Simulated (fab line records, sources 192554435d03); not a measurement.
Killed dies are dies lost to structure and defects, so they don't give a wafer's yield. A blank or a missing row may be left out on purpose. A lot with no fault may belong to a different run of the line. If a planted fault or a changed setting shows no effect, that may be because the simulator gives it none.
Matching of chambers :: flow n5Finfet :: N5_BEOL_M4_ETCH_69 on rieDiel-02 has 4 sister chambers
The step etches SiARC in CF4, target depth 15.6 nm, time 26 s. 8 wafers are shown with their chamber, then 9 later ones without.

== WAFERS, EACH WITH ITS CHAMBER ==
wafer: L082.3
chamber: 2
drypumpMotorCurrentA (A): 6.2
throttleValvePct (%): 15.15

wafer: L083.1
chamber: 2
drypumpMotorCurrentA (A): 6.2
throttleValvePct (%): 15.15

wafer: L085.3
chamber: 3
drypumpMotorCurrentA (A): 5.5
throttleValvePct (%): 15.18

wafer: L085.5
chamber: 0
drypumpMotorCurrentA (A): 6.0
throttleValvePct (%): 15.36

wafer: L085.6
chamber: 1
drypumpMotorCurrentA (A): 5.5
throttleValvePct (%): 16.11

wafer: L092.2
chamber: 0
drypumpMotorCurrentA (A): 5.9
throttleValvePct (%): 15.38

wafer: L092.3
chamber: 1
drypumpMotorCurrentA (A): 5.5
throttleValvePct (%): 16.14

wafer: L092.6
chamber: 3
drypumpMotorCurrentA (A): 5.5
throttleValvePct (%): 15.18

== WAFERS MISSING THEIR CHAMBER ==
wafer: L093.2
drypumpMotorCurrentA (A): 6.0
throttleValvePct (%): 15.40

wafer: L093.5
drypumpMotorCurrentA (A): 6.2
throttleValvePct (%): 15.19

wafer: L093.6
drypumpMotorCurrentA (A): 5.5
throttleValvePct (%): 16.15

wafer: L094.2
drypumpMotorCurrentA (A): 6.2
throttleValvePct (%): 15.21

wafer: L094.3
drypumpMotorCurrentA (A): 5.5
throttleValvePct (%): 15.23

wafer: L094.4
drypumpMotorCurrentA (A): 5.5
throttleValvePct (%): 16.16

wafer: L096.3
drypumpMotorCurrentA (A): 6.2
throttleValvePct (%): 15.22

wafer: L096.4
drypumpMotorCurrentA (A): 5.5
throttleValvePct (%): 16.16

wafer: L096.5
drypumpMotorCurrentA (A): 6.0
throttleValvePct (%): 15.40

== THE CHAMBER EACH PASSED THROUGH ==
wafer: L093.2
from the rows above: 0
in truth: 0

wafer: L093.5
from the rows above: 2
in truth: 2

wafer: L093.6
from the rows above: 1
in truth: 1

wafer: L094.2
from the rows above: 2
in truth: 2

wafer: L094.3
from the rows above: 3
in truth: 3

wafer: L094.4
from the rows above: 1
in truth: 1

wafer: L096.3
from the rows above: 2
in truth: 2

wafer: L096.4
from the rows above: 1
in truth: 1

wafer: L096.5
from the rows above: 0
in truth: 0
Placed correctly: 9 of 9. Not placeable from these rows: 0. Number placed wrongly: 0.
How it was worked out, from the rows above alone: a wafer's distance from a chamber is the root of the sum, over the readings, of the square of ((its reading less the chamber's mean) divided by the reading's scatter). The wafer belongs to the nearest chamber; if the next one is less than 2 further off, it can't be placed. A chamber's mean is the mean of its shown wafers. The scatter is the square root of a quotient: the sum, over the shown wafers, of each reading's squared deviation from its chamber's mean, divided by wafers minus chambers.
